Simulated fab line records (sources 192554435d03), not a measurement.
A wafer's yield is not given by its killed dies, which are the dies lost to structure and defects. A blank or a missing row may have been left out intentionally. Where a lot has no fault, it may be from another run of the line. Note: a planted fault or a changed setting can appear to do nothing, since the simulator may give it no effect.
fab line records	flow n5-finfet
record lots=5	wafers=15	last-day=16
route steps=1938 shown MOL_CONTACT_COAG@598
lots untouched by any fault: they come from a run of this same line in which no faults occurred
start-h: start of the lot's first displayed wafer, in hours after the record's first day	wait-h: hours since the lot's step before	" as in the row above	L1.1+2: one row covering several wafers at once	- no value present, or no start provided	* or withheld: withheld	< > ~ a bound
route shown NAME@n: names a module that has steps shown in the file, with the first one's number in the route	usual: average and standard deviation across the fault-free wafers	same: alike in all rows	chamber/n: place in a boat	sites: readings site by site	_std_site: standard deviation of those values	_edge_site: mean of outer sites minus mean of inner sites	radius-mm: for every site, how far away it sits from the centre of the wafer	mask NAME#n: copy n	behind: tool/chamber where the wafer was last shaped	hold: reason for holding the lot/hours on hold/outcome of the hold	device: names the non-switching transistor (n, p or np)	end of line: the tests these same wafers got at the end of their route	where a step has no rows: the recipe by itself	killed: at the first sort, the dies lost to defects and structure; wafer yield is something else	map: dies across one wafer; x = killed, . = not, _ = none there
set.NAME: the setting the step ran with; set.NAME@STEP: the setting that earlier step ran with	model.NAME: the simulator's own value behind a step, which no gauge read
lots seen at some steps along the route; tables by step, rows by wafer
services: from which hour (start-h, from the record's first day; less than 0 if before it) a tool's chamber was out of use, for how many hours, and why
## steps
# step N5_MOL_CONTACT_COAG_SOFTBAKE_35
# recipe temp-c=110	time-s=60	resist=CAR-EUV
lot.wafer	tool	chamber	start-h	wait-h
L077.3+4+6	litho-track-01	0	-	-
L083.2+5+6	litho-track-01	0	-	-
L087.1+2+6	litho-track-03	0	-	-
L089.1+4+6	litho-track-01	0	-	-
L091.4+5+6	litho-track-04	0	-	-
# step N5_MOL_CONTACT_COAG_EXPOSE_37
# recipe mask-id=VD	na=0.33	source-shape=annular	sigma-inner=0.3	sigma-outer=0.7	polarization=unpolarized	defocus-nm=0	dose-mj=62
lot.wafer	tool	chamber	start-h	wait-h	mask
L077.3+4+6	euv-scanner-02	0	120.03	-	VD#0
L083.2+5+6	euv-scanner-01	0	154.08	-	VD#0
L087.1+2+6	euv-scanner-01	0	173.30	-	VD#0
L089.1+4+6	euv-scanner-01	0	197.13	-	VD#0
L091.4+5+6	euv-scanner-01	0	208.53	-	VD#0
# step N5_MOL_CONTACT_COAG_PEB_38
# recipe peb-temp-c=100	peb-time-s=60	resist=CAR-EUV
lot.wafer	tool	chamber	start-h	wait-h
L077.3+4+6	litho-track-04	0	120.09	0.1
L083.2+5+6	litho-track-04	0	154.15	0.1
L087.1+2+6	litho-track-01	0	173.38	0.1
L089.1+4+6	litho-track-03	0	197.21	0.1
L091.4+5+6	litho-track-04	0	208.58	0.0
# step N5_MOL_CONTACT_COAG_DEVELOP_39
# recipe develop-time-s=30	developer=TMAH	resist=CAR-EUV	rinse-liquid=surfactant-rinse	dry=air-spin	dev-temp-c=23
lot.wafer	tool	chamber	start-h	wait-h
L077.3+4+6	litho-track-04	0	-	-
L083.2+5+6	litho-track-04	0	-	-
L087.1+2+6	litho-track-01	0	-	-
L089.1+4+6	litho-track-03	0	-	-
L091.4+5+6	litho-track-04	0	-	-
# step N5_MOL_CONTACT_COAG_CD_MEAS_40
# recipe target-cd-nm=25.1	landing-energy-ev=500	detector=se-inlens	polarity=opening
# usual cd-nm=25.12/0.24
lot.wafer	tool	chamber	start-h	wait-h	cd-nm
L077.3	cd-sem-01	0	120.16	-	25.12
L077.4	"	0	"	"	24.74
L077.6	"	0	"	"	25.06
L083.2	cd-sem-02	0	154.22	-	25.07
L083.5	"	0	"	"	25.06
L083.6	"	0	"	"	24.95
L087.1	cd-sem-02	0	173.45	-	25.36
L087.2	"	0	"	"	25.07
L087.6	"	0	"	"	24.98
L089.1	cd-sem-02	0	197.28	-	25.74
L089.4	"	0	"	"	25.19
L089.6	"	0	"	"	24.95
L091.4	cd-sem-02	0	208.65	-	24.80
L091.5	"	0	"	"	25.22
L091.6	"	0	"	"	25.14
# step N5_MOL_CONTACT_COAG_OVL_MEAS_41
# recipe points-per-wafer=522
# usual VD_OVL=-0.1/0.7
# same points-per-wafer=522
lot.wafer	tool	chamber	start-h	wait-h	VD_OVL[nm]
L077.3	overlay-02	0	120.20	0.0	0.5
L077.4	"	0	"	"	0.9
L077.6	"	0	"	"	0.6
L083.2	overlay-02	0	154.25	0.0	-0.4
L083.5	"	0	"	"	0.1
L083.6	"	0	"	"	0.0
L087.1	overlay-02	0	173.48	0.0	-0.1
L087.2	"	0	"	"	-0.6
L087.6	"	0	"	"	0.2
L089.1	overlay-01	0	197.31	0.0	-0.1
L089.4	"	0	"	"	-0.2
L089.6	"	0	"	"	-0.4
L091.4	overlay-02	0	208.69	0.0	-0.2
L091.5	"	0	"	"	0.6
L091.6	"	0	"	"	-0.1
# step N5_MOL_CONTACT_COAG_INSPECT_42
# recipe mode=adi	inspect-instrument=brightfield
# usual raw-defect-count=186/48
lot.wafer	tool	chamber	start-h	wait-h	raw-defect-count
L077.3	defect-inspect-01	-	120.24	0.0	288
L077.4	"	-	"	"	240
L077.6	"	-	"	"	247
L083.2	defect-inspect-01	-	154.31	0.0	128
L083.5	"	-	"	"	144
L083.6	"	-	"	"	189
L087.1	defect-inspect-01	-	173.54	0.1	158
L087.2	"	-	"	"	160
L087.6	"	-	"	"	166
L089.1	defect-inspect-01	-	197.37	0.1	277
L089.4	"	-	"	"	197
L089.6	"	-	"	"	252
L091.4	defect-inspect-02	-	208.73	0.0	184
L091.5	"	-	"	"	161
L091.6	"	-	"	"	178
# step N5_MOL_CONTACT_COAG_DESCUM_45
# recipe chemistry=O2	time-s=7	source-power-w=50	bias-power-w=20	pressure-mtorr=20	rf-frequency-hz=2.712e+07	temp-c=40	resist=CAR-EUV	o2-flow-sccm=225
# usual drypump-motor-current-A=5.6/0.5	oes-product-au=0.83/0.067	rf-vpp-V=243.3/1.3	showerhead-plenum-p-Torr=2.10/0.069	throttle-valve-pct=20.33/0.26
lot.wafer	tool	chamber	start-h	wait-h	drypump-motor-current-A	oes-product-au	rf-hours-counter-h	rf-vpp-V	showerhead-plenum-p-Torr	throttle-valve-pct
L077.3	rie-diel-03	1	120.61	0.4	6.1	0.92	26	244.9	2.14	20.17
L077.4	"	2	"	"	5.6	0.91	13	243.6	2.14	20.01
L077.6	"	1	"	"	6.1	0.91	-	244.0	2.14	20.16
L083.2	rie-diel-02	0	154.34	0.0	5.4	0.74	148	243.3	2.08	20.47
L083.5	"	1	"	"	5.0	0.87	-	243.0	2.04	20.35
L083.6	"	0	"	"	5.4	0.73	-	242.8	2.08	20.48
L087.1	rie-diel-03	2	174.34	0.8	5.6	0.87	29	244.9	2.13	20.01
L087.2	"	1	"	"	6.1	0.88	40	243.7	2.14	20.18
L087.6	"	0	"	"	5.4	0.84	-	245.0	2.22	19.98
L089.1	rie-diel-06	0	197.40	0.0	6.2	0.86	42	242.7	2.03	20.43
L089.4	"	1	"	"	4.8	0.72	168	240.9	2.02	20.73
L089.6	"	0	"	"	6.2	0.87	-	240.9	2.03	20.45
L091.4	rie-diel-02	3	208.76	0.0	5.4	0.76	156	244.0	2.19	20.59
L091.5	"	1	"	"	5.0	0.84	-	241.6	2.03	20.36
L091.6	"	2	"	"	5.1	0.89	-	242.4	2.04	20.61
# step N5_MOL_CONTACT_COAG_ETCH_65
# recipe chemistry=N2/H2	target=underlayer	target-depth-a=130	mask-material=CAR-EUV	time-s=10.4	ion-energy-ev=200	pressure-mtorr=30	source-w=840	bias-w=150	n2-flow-sccm=200	h2-flow-sccm=200	ends=cleared
# usual drypump-motor-current-A=5.6/0.5	etch-rf-on-time-s=10.52/0.25	oes-product-au=0.70/0.056	rf-vpp-V=524.1/2.4	showerhead-plenum-p-Torr=2.55/0.082	throttle-valve-pct=17.72/0.28
lot.wafer	tool	chamber	start-h	wait-h	drypump-motor-current-A	etch-rf-on-time-s	oes-product-au	rf-hours-counter-h	rf-vpp-V	showerhead-plenum-p-Torr	throttle-valve-pct
L077.3	rie-diel-03	1	120.64	0.0	6.1	10.68	0.78	26	526.5	2.60	17.52
L077.4	"	2	"	"	5.6	10.37	0.78	13	524.6	2.59	17.27
L077.6	"	1	"	"	6.1	10.74	0.78	-	525.0	2.60	17.52
L083.2	rie-diel-02	0	154.38	0.0	5.4	10.69	0.62	148	524.7	2.54	18.04
L083.5	"	1	"	"	5.0	10.84	0.72	-	522.0	2.49	17.88
L083.6	"	0	"	"	5.4	10.80	0.62	-	524.0	2.54	18.04
L087.1	rie-diel-03	2	174.37	0.0	5.6	10.44	0.74	29	524.4	2.58	17.29
L087.2	"	1	"	"	6.1	10.74	0.76	40	525.1	2.59	17.56
L087.6	"	0	"	"	5.5	10.44	0.71	-	528.9	2.68	17.26
L089.1	rie-diel-06	0	197.43	0.0	6.3	10.30	0.74	42	521.9	2.48	17.80
L089.4	"	1	"	"	4.8	10.41	0.63	168	520.8	2.42	17.90
L089.6	"	0	"	"	6.2	10.37	0.73	-	522.5	2.48	17.80
L091.4	rie-diel-02	3	208.80	0.0	5.4	10.80	0.63	156	527.6	2.65	17.83
L091.5	"	1	"	"	5.1	11.04	0.70	-	522.7	2.48	17.90
L091.6	"	2	"	"	5.1	10.41	0.76	-	522.8	2.49	18.15
# step N5_MOL_CONTACT_COAG_ETCH_66
# recipe chemistry=CF4	target=SiARC	target-depth-a=130	mask-material=CAR-EUV	time-s=21.7	ion-energy-ev=80	pressure-mtorr=40	source-w=545	bias-w=36	Ar_flow_sccm=100	cf4-flow-sccm=100	ends=cleared
# usual drypump-motor-current-A=5.6/0.5	etch-rf-on-time-s=22.0/0.54	oes-product-au=0.70/0.058	rf-vpp-V=184.1/1.1	showerhead-plenum-p-Torr=2.15/0.061	throttle-valve-pct=15.50/0.25
lot.wafer	tool	chamber	start-h	wait-h	drypump-motor-current-A	etch-rf-on-time-s	oes-product-au	rf-hours-counter-h	rf-vpp-V	showerhead-plenum-p-Torr	throttle-valve-pct
L077.3	rie-diel-03	1	120.66	0.0	6.1	22.5	0.78	26	183.9	2.20	15.33
L077.4	"	2	"	"	5.6	21.2	0.79	13	185.1	2.19	15.18
L077.6	"	1	"	"	6.1	22.4	0.78	-	184.4	2.20	15.34
L083.2	rie-diel-02	0	154.40	0.0	5.4	22.3	0.63	148	183.3	2.15	15.83
L083.5	"	1	"	"	5.0	22.8	0.72	-	183.8	2.11	15.60
L083.6	"	0	"	"	5.4	22.6	0.61	-	182.8	2.15	15.84
L087.1	rie-diel-03	2	174.39	0.0	5.6	21.5	0.74	29	182.6	2.19	15.22
L087.2	"	1	"	"	6.1	22.6	0.76	40	185.3	2.19	15.38
L087.6	"	0	"	"	5.5	21.4	0.72	-	184.6	2.24	15.06
L089.1	rie-diel-06	0	197.45	0.0	6.2	22.0	0.73	42	182.9	2.10	15.67
L089.4	"	1	"	"	4.9	22.3	0.62	168	183.2	2.05	15.73
L089.6	"	0	"	"	6.2	21.8	0.73	-	183.7	2.10	15.65
L091.4	rie-diel-02	3	208.82	0.0	5.4	22.1	0.64	156	185.8	2.22	15.72
L091.5	"	1	"	"	5.1	22.6	0.71	-	183.3	2.10	15.62
L091.6	"	2	"	"	5.1	21.2	0.77	-	184.9	2.09	15.67
# step N5_MOL_CONTACT_COAG_ALD_133
# recipe material=SiO2	target-thk-a=50	temp-c=100	ald-precursor-family=BDEAS	ald-co-reactant=O2-plasma	pulse-time-s=1	co-reactant-pulse-time-s=1	purge-time-s=2	co-reactant-purge-time-s=2	ald-cycles=35	pressure-torr=2
# usual heater-power-outer-w=42/5.3	heater-power-w=80/9.1	precursor-pulse-height-rel=1.000/0.017
# same co-reactant-pulse-time-s=1	purge-time-s=2
lot.wafer	tool	chamber	start-h	wait-h	heater-power-outer-w	heater-power-w	precursor-pulse-height-rel
L077.3	ald-sin-01	2	120.74	0.1	44	78	1.001
L077.4	"	3	"	"	31	61	0.981
L077.6	"	3	"	"	31	60	0.984
L083.2	ald-sin-02	1	154.48	0.1	41	79	1.001
L083.5	"	2	"	"	42	84	0.989
L083.6	"	3	"	"	46	86	0.989
L087.1	ald-sin-03	1	174.47	0.1	39	73	0.998
L087.2	"	0	"	"	44	96	1.010
L087.6	"	3	"	"	36	72	1.018
L089.1	ald-sin-02	0	197.53	0.1	52	92	1.022
L089.4	"	3	"	"	46	89	0.974
L089.6	"	3	"	"	47	85	0.984
L091.4	ald-sin-01	0	208.90	0.1	46	89	1.021
L091.5	"	1	"	"	38	78	1.017
L091.6	"	2	"	"	45	78	0.968
# step N5_MOL_CONTACT_COAG_ETCHBACK_134
# recipe chemistry=CHF3	target=SiO2	target-depth-a=100	time-s=6.7	ion-energy-ev=200	pressure-mtorr=30	source-w=610	bias-w=170	Ar_flow_sccm=200	CHF3_flow_sccm=50
# usual drypump-motor-current-A=5.6/0.53	oes-product-au=0.82/0.065	rf-vpp-V=525/10	showerhead-plenum-p-Torr=2.38/0.065	throttle-valve-pct=18.68/0.24
lot.wafer	tool	chamber	start-h	wait-h	drypump-motor-current-A	oes-product-au	rf-hours-counter-h	rf-vpp-V	showerhead-plenum-p-Torr	throttle-valve-pct
L077.3	rie-diel-02	3	121.02	0.2	5.4	0.78	128	519	2.48	18.75
L077.4	"	1	"	"	5.0	0.87	21	524	2.36	18.82
L077.6	"	2	"	"	5.1	0.94	-	502	2.34	18.85
L083.2	rie-diel-02	1	154.65	0.1	5.1	0.86	33	524	2.36	18.86
L083.5	"	2	"	"	5.1	0.92	-	505	2.34	18.87
L083.6	"	1	"	"	5.1	0.85	-	526	2.36	18.86
L087.1	rie-diel-06	2	174.67	0.1	5.4	0.82	94	524	2.32	18.73
L087.2	"	1	"	"	4.8	0.75	162	540	2.28	18.83
L087.6	"	2	"	"	5.4	0.81	-	524	2.32	18.73
L089.1	rie-diel-03	2	197.71	0.1	5.6	0.87	36	519	2.43	18.37
L089.4	"	1	"	"	6.1	0.88	47	542	2.43	18.50
L089.6	"	1	"	"	6.1	0.87	-	542	2.43	18.50
L091.4	rie-diel-03	0	209.13	0.2	5.4	0.81	82	534	2.49	18.18
L091.5	"	1	"	"	6.2	0.87	-	543	2.43	18.51
L091.6	"	0	"	"	5.5	0.82	-	532	2.49	18.19
# step N5_MOL_CONTACT_COAG_ETCH_67
# recipe chemistry=N2/H2	target=SOC	target-depth-a=600	overetch-a=210	mask-material=SiARC	temp-c=40	time-s=101.2	ion-energy-ev=200	pressure-mtorr=30	source-w=840	bias-w=150	n2-flow-sccm=200	h2-flow-sccm=200
# usual drypump-motor-current-A=5.6/0.53	oes-product-au=0.69/0.053	rf-vpp-V=523.7/2.3	showerhead-plenum-p-Torr=2.53/0.077	throttle-valve-pct=17.72/0.26
lot.wafer	tool	chamber	start-h	wait-h	drypump-motor-current-A	oes-product-au	rf-hours-counter-h	rf-vpp-V	showerhead-plenum-p-Torr	throttle-valve-pct
L077.3	rie-diel-02	3	121.05	0.0	5.4	0.66	128	527.4	2.66	17.76
L077.4	"	1	"	"	5.1	0.75	21	522.2	2.49	17.83
L077.6	"	2	"	"	5.1	0.79	-	522.9	2.50	18.05
L083.2	rie-diel-02	1	154.69	0.0	5.0	0.73	33	522.5	2.49	17.84
L083.5	"	2	"	"	5.2	0.77	-	523.8	2.50	18.06
L083.6	"	1	"	"	5.0	0.73	-	522.0	2.49	17.83
L087.1	rie-diel-06	2	174.71	0.0	5.5	0.70	94	522.4	2.46	17.66
L087.2	"	1	"	"	4.8	0.62	162	520.4	2.42	17.83
L087.6	"	2	"	"	5.4	0.70	-	522.2	2.46	17.65
L089.1	rie-diel-03	2	197.75	0.0	5.6	0.72	36	525.2	2.58	17.30
L089.4	"	1	"	"	6.1	0.74	47	523.9	2.59	17.53
L089.6	"	1	"	"	6.1	0.74	-	524.5	2.59	17.53
L091.4	rie-diel-03	0	209.17	0.0	5.5	0.69	82	527.7	2.68	17.26
L091.5	"	1	"	"	6.1	0.74	-	526.3	2.59	17.54
L091.6	"	0	"	"	5.5	0.68	-	526.6	2.68	17.26
# step N5_MOL_CONTACT_COAG_STRIP_68
# recipe chemistry=N2/H2	temp-c=40	n2-flow-sccm=200	h2-flow-sccm=200	rf-frequency-hz=6e+07
lot.wafer	tool	chamber	start-h	wait-h
L077.3+4+6	rie-diel-02	3,1,2	121.12	0.0
L083.2+5+6	rie-diel-02	1,2,1	154.76	0.0
L087.1+2+6	rie-diel-06	2,1,2	174.78	0.0
L089.1+4+6	rie-diel-03	2,1,1	197.82	0.0
L091.4+5+6	rie-diel-03	0,1,0	209.24	0.0
# step N5_MOL_CONTACT_COAG_STRIP_69
# recipe chemistry=N2/H2	temp-c=40	n2-flow-sccm=200	h2-flow-sccm=200	rf-frequency-hz=6e+07
lot.wafer	tool	chamber	start-h	wait-h
L077.3+4+6	rie-diel-02	3,1,2	121.13	0.0
L083.2+5+6	rie-diel-02	1,2,1	154.77	0.0
L087.1+2+6	rie-diel-06	2,1,2	174.79	0.0
L089.1+4+6	rie-diel-03	2,1,1	197.83	0.0
L091.4+5+6	rie-diel-03	0,1,0	209.25	0.0
# step N5_MOL_CONTACT_COAG_ETCHBACK_136
# recipe chemistry=CHF3	target=SiO2	target-depth-a=250	time-s=16.7	ion-energy-ev=200	pressure-mtorr=30	source-w=610	bias-w=170	Ar_flow_sccm=200	CHF3_flow_sccm=50
# usual drypump-motor-current-A=5.6/0.53	oes-product-au=0.82/0.065	rf-vpp-V=525/10	showerhead-plenum-p-Torr=2.38/0.065	throttle-valve-pct=18.68/0.24
lot.wafer	tool	chamber	start-h	wait-h	drypump-motor-current-A	oes-product-au	rf-hours-counter-h	rf-vpp-V	showerhead-plenum-p-Torr	throttle-valve-pct
L077.3	rie-diel-02	3	121.14	0.0	5.4	0.79	128	521	2.48	18.76
L077.4	"	1	"	"	5.1	0.87	22	524	2.36	18.84
L077.6	"	2	"	"	5.1	0.94	-	504	2.34	18.87
L083.2	rie-diel-02	1	154.78	0.0	5.1	0.85	33	525	2.36	18.85
L083.5	"	2	"	"	5.1	0.92	-	503	2.34	18.89
L083.6	"	1	"	"	5.0	0.85	-	524	2.36	18.86
L087.1	rie-diel-06	2	174.80	0.0	5.4	0.80	94	523	2.32	18.70
L087.2	"	1	"	"	4.8	0.73	162	539	2.28	18.81
L087.6	"	2	"	"	5.4	0.81	-	523	2.32	18.72
L089.1	rie-diel-03	2	197.84	0.0	5.6	0.87	36	518	2.43	18.37
L089.4	"	1	"	"	6.1	0.88	47	543	2.43	18.48
L089.6	"	1	"	"	6.1	0.88	-	543	2.43	18.48
L091.4	rie-diel-03	0	209.26	0.0	5.5	0.81	82	533	2.49	18.17
L091.5	"	1	"	"	6.1	0.86	-	542	2.43	18.52
L091.6	"	0	"	"	5.4	0.82	-	533	2.49	18.17
# step N5_MOL_CONTACT_COAG_STRIP_120
# recipe chemistry=CHF3	resist=SiARC	rf-frequency-hz=6e+07
lot.wafer	tool	chamber	start-h	wait-h
L077.3+4+6	rie-diel-02	3,1,2	121.16	0.0
L083.2+5+6	rie-diel-02	1,2,1	154.80	0.0
L087.1+2+6	rie-diel-06	2,1,2	174.82	0.0
L089.1+4+6	rie-diel-03	2,1,1	197.86	0.0
L091.4+5+6	rie-diel-03	0,1,0	209.28	0.0
# step N5_MOL_CONTACT_COAG_VIA_ETCH_117
# recipe chemistry=C4F6/O2	target-depth-a=400	overetch-a=80	mask-material=SOC	target=SiO2	bias-w=455	pressure-mtorr=10	time-s=26	source-w=325	Ar_flow_sccm=300	C4F6_flow_sccm=10	O2_flow_sccm=10	ion-energy-ev=575.3	ends=end-point
# usual drypump-motor-current-A=5.6/0.53	oes-product-au=0.74/0.057	rf-vpp-V=1588/30	showerhead-plenum-p-Torr=2.84/0.076	throttle-valve-pct=41.1/0.42
lot.wafer	tool	chamber	start-h	wait-h	drypump-motor-current-A	oes-product-au	rf-hours-counter-h	rf-vpp-V	showerhead-plenum-p-Torr	throttle-valve-pct
L077.3	rie-diel-02	3	121.17	0.0	5.4	0.70	128	1575	2.96	40.7
L077.4	"	1	"	"	5.1	0.81	22	1584	2.81	41.3
L077.6	"	2	"	"	5.1	0.84	-	1527	2.79	41.8
L083.2	rie-diel-02	1	154.81	0.0	5.0	0.80	33	1585	2.81	41.3
L083.5	"	2	"	"	5.1	0.82	-	1526	2.78	41.8
L083.6	"	1	"	"	5.0	0.79	-	1584	2.81	41.3
L087.1	rie-diel-06	2	174.83	0.0	5.4	0.76	94	1587	2.77	41.3
L087.2	"	1	"	"	4.8	0.67	162	1634	2.72	41.1
L087.6	"	2	"	"	5.5	0.75	-	1586	2.77	41.3
L089.1	rie-diel-03	2	197.87	0.0	5.6	0.76	36	1573	2.90	40.7
L089.4	"	1	"	"	6.1	0.80	47	1640	2.90	40.9
L089.6	"	1	"	"	6.1	0.81	-	1640	2.90	40.9
L091.4	rie-diel-03	0	209.29	0.0	5.5	0.73	82	1615	2.97	40.3
L091.5	"	1	"	"	6.2	0.80	-	1639	2.90	40.9
L091.6	"	0	"	"	5.5	0.74	-	1615	2.97	40.3
# step N5_MOL_CONTACT_COAG_ETCH_124
# recipe chemistry=CH3F/O2	target=SiNx	target-depth-a=65	mask-material=SOC	stop-on=SiOC	over-etch-frac=0.3	ion-energy-ev=120	pressure-mtorr=30	source-w=395	bias-w=73	Ar_flow_sccm=150	CH3F_flow_sccm=30	O2_flow_sccm=20	ends=end-point
# usual drypump-motor-current-A=5.6/0.52	oes-product-au=0.71/0.055	rf-vpp-V=298/6	showerhead-plenum-p-Torr=2.00/0.056	throttle-valve-pct=16.25/0.23
lot.wafer	tool	chamber	start-h	wait-h	drypump-motor-current-A	oes-product-au	rf-hours-counter-h	rf-vpp-V	showerhead-plenum-p-Torr	throttle-valve-pct
L077.3	rie-diel-02	3	121.20	0.0	5.4	0.67	128	295	2.09	16.35
L077.4	"	1	"	"	5.1	0.76	22	296	1.98	16.33
L077.6	"	2	"	"	5.1	0.81	-	286	1.96	16.33
L083.2	rie-diel-02	1	154.84	0.0	5.1	0.74	33	295	1.97	16.37
L083.5	"	2	"	"	5.1	0.79	-	284	1.96	16.37
L083.6	"	1	"	"	5.1	0.74	-	296	1.97	16.36
L087.1	rie-diel-06	2	174.86	0.0	5.4	0.71	94	297	1.94	16.30
L087.2	"	1	"	"	4.8	0.64	162	310	1.91	16.45
L087.6	"	2	"	"	5.5	0.71	-	298	1.94	16.29
L089.1	rie-diel-03	2	197.90	0.0	5.6	0.74	36	295	2.04	15.94
L089.4	"	1	"	"	6.1	0.76	47	308	2.04	16.08
L089.6	"	1	"	"	6.1	0.76	-	308	2.04	16.06
L091.4	rie-diel-03	0	209.32	0.0	5.5	0.71	82	302	2.10	15.80
L091.5	"	1	"	"	6.1	0.76	-	309	2.04	16.09
L091.6	"	0	"	"	5.5	0.70	-	305	2.10	15.81
## services
tool	chamber	start-h	hours	kind
rie-diel-06	-	100.57	14.6	pm
euv-scanner-01	-	104.60	4.6	pm
euv-scanner-02	-	109.29	1.0	pm
euv-scanner-02	0	118.03	-	calibration
litho-track-04	-	118.72	-	consumable-replace:filter
euv-scanner-01	-	120.38	1.0	pm
ald-sin-02	3	121.55	17.2	repair
ald-sin-02	-	130.27	0.4	repair
rie-diel-06	0	131.05	5.5	repair
rie-diel-06	0	162.38	3.7	repair
rie-diel-02	1	162.82	3.1	repair
euv-scanner-02	-	165.44	1.0	pm
ald-sin-03	-	166.93	1.7	repair
euv-scanner-01	-	176.56	1.0	pm
ald-sin-03	-	178.05	14.0	pm
ald-sin-03	0	178.05	14.0	vent-cycle
ald-sin-03	1	178.05	14.0	vent-cycle
ald-sin-03	2	178.05	14.0	vent-cycle
ald-sin-03	3	178.05	14.0	vent-cycle
ald-sin-03	0	192.05	-	clean
ald-sin-03	1	192.05	-	clean
ald-sin-03	2	192.05	-	clean
ald-sin-03	3	192.05	-	clean
euv-scanner-02	-	193.10	4.6	pm
## key
fault none
